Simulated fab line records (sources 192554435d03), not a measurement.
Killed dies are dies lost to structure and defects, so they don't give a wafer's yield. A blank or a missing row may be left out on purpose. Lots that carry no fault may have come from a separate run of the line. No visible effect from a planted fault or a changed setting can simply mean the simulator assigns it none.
Split-lot trial    flow n5_finfet    7 lots, 21 wafers read, on a route of 1938 steps

## THE SPLIT ITSELF
At N5_BEOL_M15_EXPOSE_07 (exposes mask V14), the setting dose_mj was moved away from the recipe's 41.25 on 5 of the 21 wafers read, by -3.4% to +6.4%. This setting was run at the recipe's value on the other wafers.

## FROM THE SPLIT TO THE READING: what the file shows between them, 3 steps
- N5_BEOL_M15_PEB_08: peb time 90 s
- N5_BEOL_M15_DEVELOP_09: develop time 45 s
- N5_BEOL_M15_HARDBAKE_14: time 120 s

## THE READING
Shown in nm: cd_nm at N5_BEOL_M15_CD_MEAS_10, with target cd 360 nm. A value of 360.0 nm with a standard deviation of 1.6 nm is what fault-free wafers of this fab line usually give.

wafer   tool, chamber at the split  dose_mj as run  against the recipe  cd_nm, nm  against lot-mates on the recipe
L081.1  krf_scanner-01, 0           41.25           recipe              361.9      -
L081.4  krf_scanner-01, 0           43.91           +6.4%               369.2      +8.6
L081.5  krf_scanner-01, 0           41.25           recipe              359.3      -
L083.1  krf_scanner-02, 0           41.25           recipe              359.0      -
L083.4  krf_scanner-02, 0           41.25           recipe              360.1      -
L083.5  krf_scanner-02, 0           41.25           recipe              360.8      -
L084.1  krf_scanner-02, 0           41.25           recipe              362.2      -
L084.3  krf_scanner-02, 0           41.25           recipe              362.5      -
L084.6  krf_scanner-02, 0           41.25           recipe              356.8      -
L085.4  krf_scanner-01, 0           39.84           -3.4%               355.3      -2.4
L085.5  krf_scanner-01, 0           41.25           recipe              357.7      -
L085.6  krf_scanner-01, 0           39.84           -3.4%               353.5      -4.2
L086.2  krf_scanner-01, 0           43.77           +6.1%               370.0      +11.2
L086.4  krf_scanner-01, 0           43.77           +6.1%               372.4      +13.6
L086.6  krf_scanner-01, 0           41.25           recipe              358.8      -
L088.3  krf_scanner-02, 0           41.25           recipe              361.5      -
L088.4  krf_scanner-02, 0           41.25           recipe              362.8      -
L088.5  krf_scanner-02, 0           41.25           recipe              360.6      -
L095.3  krf_scanner-02, 0           41.25           recipe              359.9      -
L095.4  krf_scanner-02, 0           41.25           recipe              360.8      -
L095.6  krf_scanner-02, 0           41.25           recipe              360.9      -

FIT RESULTS
A straight line over all 21 wafers: cd_nm changes by +1.65 nm for each +1% of dose_mj; r = +0.93; the points scatter about the line by 1.7 nm.
The same after taking each lot's own level away (the mean of its wafers on the recipe; 21 wafers): +1.61 nm for each +1%; r = +0.93; scatter 1.7 nm.
The reading moves by 10 nm for the largest change in dose_mj, on that fit.
From 357.70 to 361.63 nm: that is the span of the lots' own levels, equal to 2.5 times the standard deviation above.
Hence the lot-to-lot level has little effect on the slope; both slopes agree.
Check: +11.7 nm against its lot-mates is what the line predicts for one of the wafers moved furthest among these (+6.4%) when that wafer is left out of the fit. It came out at +8.6 nm against them.

## FURTHER SPLITS ON THESE WAFERS
Note: prior to the reading, these wafers also went through further splits. Each is held against what the fit with the lots' levels taken away leaves over:
other split on the same wafers  wafers away from the commonest value  r with cd_nm (lot level and that fit taken away)
N5_BEOL_M10_DEP_56 time_s       7                                     -0.67
N5_BEOL_M12_SPUTTER_43 time_s   9                                     -0.12
N5_BEOL_M13_ETCH_68 time_s      4                                     +0.13
N5_BEOL_M13_SPUTTER_43 time_s   8                                     +0.07
N5_BEOL_M15_COAT_04 spin_rpm    8                                     +0.18

## FILE'S OWN FIT
cd_nm changes by +1.58 nm for each +1% of dose_mj, r = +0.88.
